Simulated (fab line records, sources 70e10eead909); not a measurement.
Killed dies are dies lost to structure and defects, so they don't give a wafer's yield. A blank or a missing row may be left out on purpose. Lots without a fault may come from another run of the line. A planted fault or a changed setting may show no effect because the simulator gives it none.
A struck lot beside a sound one | flow nand_harc | 24 steps out of a route of 1302
Sound: wafers L511.1, L511.3, L511.5. Struck: wafers L504.1, L504.3, L504.5. The cause comes at the end.
At each step with rows: each side's tool, then ch and its chambers, then its first start. Under that, the readings that differ: sound wafers | struck wafers | difference of the means | sigmas: that difference in standard deviations of wafers without a fault.
alike: readings whose means differ by less than 2 such deviations, and words and numbers that are the same on both sides. not compared: withheld readings, readings that some wafer has no value for, bounds like >300 that may hide the same value, and numbers for which the record gives no deviation and whose values overlap.
The two part at a step that has a row with sigmas, a row that says differs or no value, or rows on one side only. Numbers that don't overlap but have no deviation are shown without sigmas and don't part them. A reading that every wafer of one side lacks parts them only if that side has two wafers or more.

NHARC_P_M1_INSPECT_27:
  sound on defect_inspect-01, day 12 22:49; struck on defect_inspect-01, day 9 23:11
  alike: raw_defect_count
NHARC_P_M1_PRE_CLEAN_32: time 12 s.
  sound on pecvd-01 ch 0,1,2, day 12 22:53; struck on pecvd-01 ch 1,2, day 9 23:15
  alike: heater_power_w
NHARC_P_M1_DEP_33: deposits SiCN, target thk 30 nm.
  sound on pecvd-01 ch 0,1,2, day 12 22:58; struck on pecvd-01 ch 1,2, day 9 23:19
  alike: heater_power_w
then, 8 steps without rows for these wafers: NHARC_P_M2_DEP_00 (deposits SiOC, target thk 182.5 nm); NHARC_P_M2_DEHYDRATE_01 (time 120 s); NHARC_P_M2_HMDS_02 (time 30 s); NHARC_P_M2_COAT_34 (time 65 s); NHARC_P_M2_COAT_03 (resist thk 90 nm); NHARC_P_M2_SOFTBAKE_04 (time 55 s); NHARC_P_M2_EBR_05; NHARC_P_M2_EXPOSE_06 (exposes mask P M2, target cd 170 nm).
NHARC_P_M2_PEB_07: peb time 65 s.
  sound on litho_track-01 ch 0, day 13 00:08; struck on litho_track-04 ch 0, day 10 00:22
  reading                  | sound              | struck               | difference | sigmas
  heater_power_total_W (W) | 156.2 156.2 156.6  | 166.2 166.1 167.0    | +10.1      | +25
  plate_temp_C (C)         | 99.93 100.02 99.84 | 104.51 104.71 104.64 | +4.69      | +36
then, 1 step without rows for these wafers: NHARC_P_M2_DEVELOP_08 (develop time 35 s).
NHARC_P_M2_CD_MEAS_09: target cd 170 nm.
  sound on cd_sem-03 ch 0, day 13 00:13; struck on cd_sem-01 ch 0, day 10 00:27
  reading    | sound             | struck            | difference | sigmas
  cd_nm (nm) | 169.3 169.3 169.1 | 184.4 185.3 184.1 | +15.4      | +25
NHARC_P_M2_OVL_MEAS_10: pitch 340 nm.
  sound on overlay-02, day 13 00:18; struck on overlay-01, day 10 00:32
  alike: overlay_x_nm, overlay_y_nm
NHARC_P_M2_INSPECT_11:
  sound on defect_inspect-01, day 13 00:20; struck on defect_inspect-02, day 10 00:34
  alike: raw_defect_count
NHARC_P_M2_DESCUM_14: chemistry O2, time 3 s.
  sound on rie_diel-04 ch 0,2,3, day 13 00:24; struck on rie_diel-12 ch 0,2, day 10 00:38
  reading               | sound             | struck            | difference | sigmas
  model.P_M2.cd_nm (nm) | 169.1 169.9 169.7 | 184.4 185.1 184.1 | +15.0      |
  alike: drypump_motor_current_A, oes_product_au, rf_vpp_V, showerhead_plenum_p_Torr, throttle_valve_pct
  not compared: rf_hours_counter_h
NHARC_P_M2_ETCH_35: etches the open film in N2/H2, target depth 40 nm, overetch 12 nm, time 43.94 s.
  sound on rie_diel-04 ch 0,1, day 13 00:29; struck on rie_diel-12 ch 0,3, day 10 00:44
  alike: drypump_motor_current_A, oes_product_au, rf_vpp_V, showerhead_plenum_p_Torr, throttle_valve_pct
  not compared: rf_hours_counter_h
NHARC_P_M2_ETCH_15: etches the open film in C4F8/Ar, target depth 182.5 nm, time 91.2 s.
  sound on rie_diel-04 ch 1,2,3; struck on rie_diel-12 ch 0,1,2
  alike: oes_product_au, rf_vpp_V
  not compared: rf_hours_counter_h
NHARC_P_M2_CD_MEAS_16:
  sound on cd_sem-02, day 13 00:42; struck on cd_sem-03, day 10 00:56
  reading    | sound             | struck            | difference | sigmas
  cd_nm (nm) | 168.9 169.2 168.9 | 184.7 185.2 183.4 | +15.4      | +20
NHARC_P_M2_STRIP_18: strips in N2/H2.
  sound on rie_diel-01 ch 0,1, day 13 00:47; struck on rie_diel-04 ch 0,1,3, day 10 01:04
  alike: drypump_motor_current_A, oes_product_au, rf_vpp_V, showerhead_plenum_p_Torr, throttle_valve_pct
  not compared: rf_hours_counter_h
NHARC_P_M2_ETCH_28: etches the open film in CF4/N2, target depth 30 nm, time 72.99 s.
  sound on rie_diel-01 ch 0,1; struck on rie_diel-04 ch 0,1,3
  reading               | sound             | struck        | difference | sigmas
  model.P_M2.cd_nm (nm) | 169.9 169.7 169.6 | 185.2 184 184 | +14.7      |
  alike: drypump_motor_current_A, oes_product_au, rf_vpp_V, showerhead_plenum_p_Torr, throttle_valve_pct
  not compared: rf_hours_counter_h
then, 1 step without rows for these wafers: NHARC_P_M2_STRIP_19 (strips in post etch residue remover, time 600 s).
-- the record jumps here: 18 days lie between the struck wafers' starts before and after (it left off in module P_M2 and takes up again in module END, whose first step shown is number 1302 of the route) --
NHARC_END_SORT_01:
  sound on prober-01 ch 0, day 31 04:05; struck on prober-01 ch 0, day 28 00:50
  alike: defect_limited_yield, killed_at_array, killed_at_other, killed_at_periphery, killed_dies, killed_open, killed_short

WHERE THEY PART
First at NHARC_P_M2_PEB_07; last, within this record, at NHARC_P_M2_CD_MEAS_16. Later steps at which nothing parts them and some readings are alike: NHARC_P_M2_STRIP_18, NHARC_P_M2_ETCH_28, NHARC_END_SORT_01.

WHY: what the simulator had put in
Process parameter drift: litho_track-04, from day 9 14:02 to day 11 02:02, at NHARC_P_M2_PEB_07. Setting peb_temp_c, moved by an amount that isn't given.
